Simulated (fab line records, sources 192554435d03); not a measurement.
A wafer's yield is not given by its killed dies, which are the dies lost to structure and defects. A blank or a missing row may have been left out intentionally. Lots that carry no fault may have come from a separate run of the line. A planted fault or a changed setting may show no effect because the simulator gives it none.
Matching of chambers / flow n5Finfet / aldMetal-04 running N5_BEOL_M10_ALD_74: 4 sister chambers
The step deposits TaN, target thk 2 nm, pulse time 2 s, purge time 3 s. 20 wafers are shown with their chamber, then 10 later ones without.

WAFERS PAIRED WITH THEIR CHAMBERS
wafer=L074.1; chamber=1; heaterPowerW (W)=391
wafer=L074.2; chamber=3; heaterPowerW (W)=354
wafer=L074.6; chamber=0; heaterPowerW (W)=355
wafer=L077.2; chamber=3; heaterPowerW (W)=354
wafer=L077.3; chamber=0; heaterPowerW (W)=361
wafer=L077.5; chamber=1; heaterPowerW (W)=381
wafer=L075.2; chamber=3; heaterPowerW (W)=361
wafer=L075.3; chamber=2; heaterPowerW (W)=443
wafer=L075.5; chamber=3; heaterPowerW (W)=358
wafer=L076.3; chamber=2; heaterPowerW (W)=435
wafer=L076.4; chamber=0; heaterPowerW (W)=365
wafer=L076.5; chamber=1; heaterPowerW (W)=387
wafer=L080.3; chamber=2; heaterPowerW (W)=430
wafer=L080.4; chamber=0; heaterPowerW (W)=362
wafer=L080.5; chamber=1; heaterPowerW (W)=379
wafer=L085.1; chamber=2; heaterPowerW (W)=427
wafer=L085.2; chamber=0; heaterPowerW (W)=349
wafer=L085.6; chamber=2; heaterPowerW (W)=435
wafer=L092.1; chamber=0; heaterPowerW (W)=343
wafer=L092.2; chamber=1; heaterPowerW (W)=363

SIGNATURES (averages over the wafers above)
reading=heaterPowerW; chamber 0=355.83; chamber 1=380.20; chamber 2=434.00; chamber 3=356.75; scatter within a chamber=7.92
Rule: for each reading, subtract the chamber's mean from the wafer's reading, divide by that reading's scatter and square the result; add these up over the readings and take the root, which gives the wafer's distance from the chamber. The wafer belongs to the nearest chamber; if the next one is less than 2 further off, it can't be placed. The scatter: the root of (the sum of the squares of (reading less its chamber's mean) over the shown wafers, divided by (wafers less chambers)).

WAFERS WITHOUT THEIR CHAMBER
wafer=L092.3; heaterPowerW (W)=346
wafer=L093.1; heaterPowerW (W)=343
wafer=L093.2; heaterPowerW (W)=355
wafer=L093.4; heaterPowerW (W)=370
wafer=L096.2; heaterPowerW (W)=382
wafer=L096.3; heaterPowerW (W)=368
wafer=L096.5; heaterPowerW (W)=359
wafer=L095.3; heaterPowerW (W)=373
wafer=L095.4; heaterPowerW (W)=345
wafer=L095.5; heaterPowerW (W)=365

WHICH CHAMBER EACH ONE RAN IN
wafer=L092.3; from the rows above=can't be placed: 0 or 3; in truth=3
wafer=L093.1; from the rows above=can't be placed: 0 or 3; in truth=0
wafer=L093.2; from the rows above=can't be placed: 0 or 3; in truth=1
wafer=L093.4; from the rows above=can't be placed: 1 or 3 or 0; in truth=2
wafer=L096.2; from the rows above=1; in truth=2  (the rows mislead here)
wafer=L096.3; from the rows above=can't be placed: 3 or 0 or 1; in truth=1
wafer=L096.5; from the rows above=can't be placed: 3 or 0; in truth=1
wafer=L095.3; from the rows above=can't be placed: 1 or 3 or 0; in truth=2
wafer=L095.4; from the rows above=can't be placed: 0 or 3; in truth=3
wafer=L095.5; from the rows above=can't be placed: 3 or 0 or 1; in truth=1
Placed correctly: 0 of 10. Not placeable from these rows: 9 (in 5, the candidates include the true chamber). Placed wrongly: 1.
